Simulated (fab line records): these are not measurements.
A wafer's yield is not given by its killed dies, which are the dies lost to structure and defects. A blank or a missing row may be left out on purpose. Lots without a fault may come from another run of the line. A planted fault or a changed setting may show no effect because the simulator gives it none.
Comparing a struck lot with a sound one :: flow n5 finfet :: 36 steps out of a route of 1938
Sound: wafers L577.1, L577.2, L577.4. The struck wafers were L573.2, L573.3, L573.4. At the end, the cause is stated.
Order at every step that has rows: each side's tool, ch and its chambers, its first start. Under that, the readings that differ: sound wafers :: struck wafers :: difference of the means :: sigmas: that difference in standard deviations of wafers without a fault.
alike: readings whose means differ by less than 2 such deviations, and words and numbers that are the same on both sides. not compared: withheld readings, readings that some wafer has no value for, bounds like >300 that may hide the same value, and numbers for which the record gives no deviation and whose values overlap.
The two part at a step that has a row with sigmas, a row that says differs or no value, or rows on one side only. Non-overlapping numbers with no deviation appear without sigmas and do not part them. A reading missing from all wafers of one side parts the sides only when that side holds two or more wafers.

first, 9 steps without rows for these wafers: N5_WELL_APT_HMDS_01 (time 60 s); N5_WELL_APT_COAT_02 (resist thk 950 nm); N5_WELL_APT_EBR_04; N5_WELL_APT_SOFTBAKE_03 (time 60 s); N5_WELL_APT_EXPOSE_05 (exposes mask NWELL, defocus 0 nm, target cd 200 nm); N5_WELL_APT_PEB_06 (peb time 90 s); N5_WELL_APT_DEVELOP_07 (develop time 45 s); N5_WELL_APT_HARDBAKE_12 (time 120 s); N5_WELL_APT_DESCUM_13 (chemistry O2, time 7.9 s).
N5_WELL_APT_IMPLANT_14:
  sound on implanter-02 ch 0, day 6 19:55; struck on implanter-01 ch 0, day 5 20:08
reading: dose ions cm2
sound: 1.5003e+13 1.4983e+13 1.4992e+13
struck: 1.1285e+13 1.1278e+13 1.1285e+13
difference: -3.7100e+12
sigmas: -99 or more

reading: faraday current uA
sound: 187 194 190
struck: 148 143 144
difference: -45
sigmas: -12
  alike: tilt deg
then, 25 steps without rows for these wafers: N5_WELL_APT_IMPLANT_15; N5_WELL_APT_STRIP_16 (strips in SPM, time 900 s); N5_WELL_APT_HMDS_18 (time 60 s); N5_WELL_APT_COAT_19 (resist thk 950 nm); N5_WELL_APT_EBR_21; N5_WELL_APT_SOFTBAKE_20 (time 60 s); N5_WELL_APT_EXPOSE_22 (exposes mask PWELL, defocus 0 nm, target cd 200 nm); N5_WELL_APT_PEB_23 (peb time 90 s); N5_WELL_APT_DEVELOP_24 (develop time 45 s); N5_WELL_APT_HARDBAKE_29 (time 120 s); N5_WELL_APT_DESCUM_30 (chemistry O2, time 7.9 s); N5_WELL_APT_IMPLANT_31; N5_WELL_APT_IMPLANT_32; N5_WELL_APT_STRIP_33 (strips in SPM, time 900 s); N5_WELL_APT_RTA_34 (time 10 s); N5_WELL_APT_OXIDE_STRIP_42 (strips SiO2 in dHF, time 45 s, target depth 12 nm); N5_WELL_APT_PRECLEAN_36 (cleans in O3/DIW, time 45 s); N5_WELL_APT_PRECLEAN_39 (cleans in dHF, time 60 s); N5_WELL_APT_SRD_37 (time 30 s); N5_WELL_APT_EPI_41 (deposits Si from SiH4/H2, target thk 50 nm, time 297.7 s); N5_PMOS_HMC_CHANNEL_EPI_HM_DEP_34 (deposits SiO2 from TEOS/O2, target thk 36 nm, time 6.9 s); N5_PMOS_HMC_CHANNEL_EPI_COAT_31 (time 60 s, resist thk 66 nm); N5_PMOS_HMC_CHANNEL_EPI_COAT_03 (resist thk 205 nm); N5_PMOS_HMC_CHANNEL_EPI_EBR_05; N5_PMOS_HMC_CHANNEL_EPI_SOFTBAKE_04 (time 60 s).
-- here the record skips 7 days between the struck wafers' starts before and after, leaving off in module PMOS_HMC_CHANNEL_EPI and picking up in module BEOL_M4 (first step shown: number 1111 of the route) --
N5_BEOL_M4_RC_MEAS_101:
  sound on prober-01 ch 0, day 13 17:08; struck on prober-02 ch 0, day 12 13:05
reading: RS_NWELL (ohm/sq)
sound: 1034 1036 1034
struck: 1213 1204 1214
difference: +176
sigmas: +27
  alike: DIBL_N, DIBL_P, IOFF_N, IOFF_P, ION_N, ION_P, SS_N, SS_P, VT_N, VT_P

== WHERE THEY PART ==
At N5_WELL_APT_IMPLANT_14 first; at N5_BEOL_M4_RC_MEAS_101 last (within this record only).

WHY: the cause the simulator had injected
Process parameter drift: implanter-01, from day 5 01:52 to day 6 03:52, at N5_WELL_APT_IMPLANT_14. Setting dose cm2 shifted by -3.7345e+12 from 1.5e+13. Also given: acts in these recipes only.
